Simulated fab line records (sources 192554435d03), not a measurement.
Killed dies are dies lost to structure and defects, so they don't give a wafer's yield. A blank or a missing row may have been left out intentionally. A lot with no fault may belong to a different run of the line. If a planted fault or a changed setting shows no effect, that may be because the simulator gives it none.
Problem report, 8D (eight disciplines) form, completed by code    flow n5Finfet    the parts of the form that need people (team, actions taken, sign-off) are left out

## 1. WHAT WENT WRONG
Mean of timeToEndpointS at N5_BEOL_M1_CMP_52: 34 s across 2 wafers in 2 lots; on wafers with no fault it is 62 s (standard deviation 3). That is -9.3 standard deviations from the usual mean.
The step: polishes, stops on SiOC, t overpolish 6.8 s, target thk 40 nm.
Seen first at day 8 05:05 on cmp-04, wafer L976.6. Wafers with a number at this step in the record: 31, from 11 lots. By rule, "out" or "out of limits" means more than 4 standard deviations away from the usual mean. Any other wafer with a number is counted as sound.

## 2. WHAT IT IS AND WHAT IT IS NOT
question                     is                is not
which readings at this step  timeToEndpointS   motorCurrentA, retainingRingPressureFrac
which lots                   L976, L977        L970, L972, L973, L985, L989, L990, L991, L992, L993
which wafers of those lots   L976.6, L977.5    L976.1, L976.2, L977.2
read on which tools          cmp-04            cmp-02, cmp-03
when                         from day 8 05:05  up to then (10 sound wafers); but 19 sound wafers of L977, L985, L989, L990, L991, L992, L993 came after

## 3. SUSPECTS, AND WHAT RULES EACH OUT
Counting: a tool at a process step up to the reading stays a suspect if it ran every lot that is out. Sound lots after the first of them don't rule it out here, since some wafers of a struck lot are sound.
- pvdSputter-02 at N5_BEOL_M1_ANNEAL_87 (time 240 s): kept. Ran every lot that is out, first one L976 (day 7 23:27); last sound lot up to then L972 (day 6 21:14).
- pvdSputter-02 at N5_BEOL_M1_ANNEAL_89 (time 240 s): kept. Ran every lot that is out, first one L976 (day 7 23:40); last sound lot up to then L972 (day 6 21:27).
- pvdSputter-02 at N5_BEOL_M1_SPUTTER_92 (material Cu, target thk 4.5 nm, time 8.29 s): kept. Ran every lot that is out, first one L976 (day 8 00:02); last sound lot up to then L972 (day 6 21:49).
- ecdCu-02 at N5_BEOL_M1_ECD_50 (material Cu, target thk 300 nm): kept. Ran every lot that is out, first one L976 (day 8 00:35); last sound lot up to then L973 (day 6 22:35).
- cmp-04 at N5_BEOL_M1_CMP_52 (polishes, stops on SiOC, t overpolish 6.8 s, target thk 40 nm): kept. Ran every lot that is out, first one L976 (day 8 05:05); last sound lot up to then L973 (day 7 01:10). Its own readings are out on those wafers: timeToEndpointS.
- Within cmp-04 at N5_BEOL_M1_CMP_52: the wafers that are out ran in chambers 1, 3; their sound lot-mates ran in chambers 0, 2.
Left after counting: pvdSputter-02 at N5_BEOL_M1_ANNEAL_87, pvdSputter-02 at N5_BEOL_M1_ANNEAL_89, pvdSputter-02 at N5_BEOL_M1_SPUTTER_92, ecdCu-02 at N5_BEOL_M1_ECD_50, cmp-04 at N5_BEOL_M1_CMP_52.

## 4. THE CAUSE (what the simulator had put in)
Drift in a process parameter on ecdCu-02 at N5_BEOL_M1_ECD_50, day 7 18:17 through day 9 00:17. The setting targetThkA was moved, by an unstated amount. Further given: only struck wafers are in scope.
After counting, 5 suspects remain, this tool included.

## 5. THE CHAIN OF EFFECTS, in route order
One row per reading whose mean, taken over the struck wafers that have a number, lies over 3 standard deviations from the usual. Scope: only readings with a usual standard deviation given in the record; hours: median across lots of the time from each lot's start at the first step in this table that gives one to its start at this step; sigmas: change in usual standard deviations.
hours  step               reading          usual  on struck wafers  change  sigmas
0      N5_BEOL_M1_CMP_52  timeToEndpointS  62 s   34                -28     -9.3
Its process steps:
- N5_BEOL_M1_CMP_52: polishes, stops on SiOC, t overpolish 6.8 s, target thk 40 nm.
Later measuring or inspecting steps at which every struck wafer that the step has a row for has a number for every such reading, and none has moved that far: N5_BEOL_M4_RC_MEAS_101.

## 6. HOW IT WOULD HAVE BEEN CAUGHT EARLIER
First out-of-limits reading in this record: day 8 05:05, which is 11 hours after fault onset at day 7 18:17.
Lots out: 2; of these, L977 started N5_BEOL_M1_ECD_50 on ecdCu-02 after day 8 05:05. Holding the tool at that time would have saved it.
